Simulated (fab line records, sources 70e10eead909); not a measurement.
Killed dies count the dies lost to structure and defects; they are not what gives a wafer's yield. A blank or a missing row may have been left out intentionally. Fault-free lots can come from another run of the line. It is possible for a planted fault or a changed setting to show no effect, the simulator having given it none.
Matching of chambers :: flow nand-harc :: ald-metal-04 running NHARC_P_CONTACT_ALD_22: 4 sister chambers
The step deposits TiN, target thk 3 nm, pulse time 1 s, ald cycles 150. 4 wafers are shown with their chamber, then 11 later ones without.

== WAFERS PAIRED WITH THEIR CHAMBERS ==
wafer: L079.6
chamber: 1
heater-power-w (W): 971

wafer: L087.1
chamber: 3
heater-power-w (W): 1078

wafer: L087.6
chamber: 2
heater-power-w (W): 1147

wafer: L089.3
chamber: 0
heater-power-w (W): 1120

== WAFERS WHOSE CHAMBER IS MISSING ==
wafer: L089.5
heater-power-w (W): 1148

wafer: L089.6
heater-power-w (W): 974

wafer: L095.2
heater-power-w (W): 1166

wafer: L095.3
heater-power-w (W): 1138

wafer: L095.5
heater-power-w (W): 1090

wafer: L097.2
heater-power-w (W): 1192

wafer: L097.4
heater-power-w (W): 1054

wafer: L097.6
heater-power-w (W): 1080

wafer: L097.1
heater-power-w (W): 1081

wafer: L097.3
heater-power-w (W): 939

wafer: L097.5
heater-power-w (W): 1102

== THE CHAMBER EACH PASSED THROUGH ==
wafer: L089.5
from the rows above: can't be placed: 2 or 0
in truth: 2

wafer: L089.6
from the rows above: 1
in truth: 1

wafer: L095.2
from the rows above: can't be placed: 2 or 0
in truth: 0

wafer: L095.3
from the rows above: can't be placed: 2 or 0
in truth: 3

wafer: L095.5
from the rows above: can't be placed: 3 or 0
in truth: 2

wafer: L097.2
from the rows above: can't be placed: 2 or 0
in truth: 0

wafer: L097.4
from the rows above: 3
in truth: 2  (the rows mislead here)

wafer: L097.6
from the rows above: can't be placed: 3 or 0
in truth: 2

wafer: L097.1
from the rows above: can't be placed: 3 or 0
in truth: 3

wafer: L097.3
from the rows above: 1
in truth: 1

wafer: L097.5
from the rows above: can't be placed: 0 or 3 or 2
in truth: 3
Correctly placed: 2 of 11. These rows do not allow placing 8 (true chamber among the candidates in 5). Number placed wrongly: 1.
How it was worked out, from the rows above alone: a wafer's distance from a chamber is the root of the sum, over the readings, of the square of ((its reading less the chamber's mean) divided by the reading's scatter). The wafer belongs to the nearest chamber; if the next one is less than 2 further off, it can't be placed. Each chamber's mean is taken over the wafers shown for it. The scatter: root of mean squared gap, hidden wafer to nearest shown wafer, with one shown wafer a chamber.
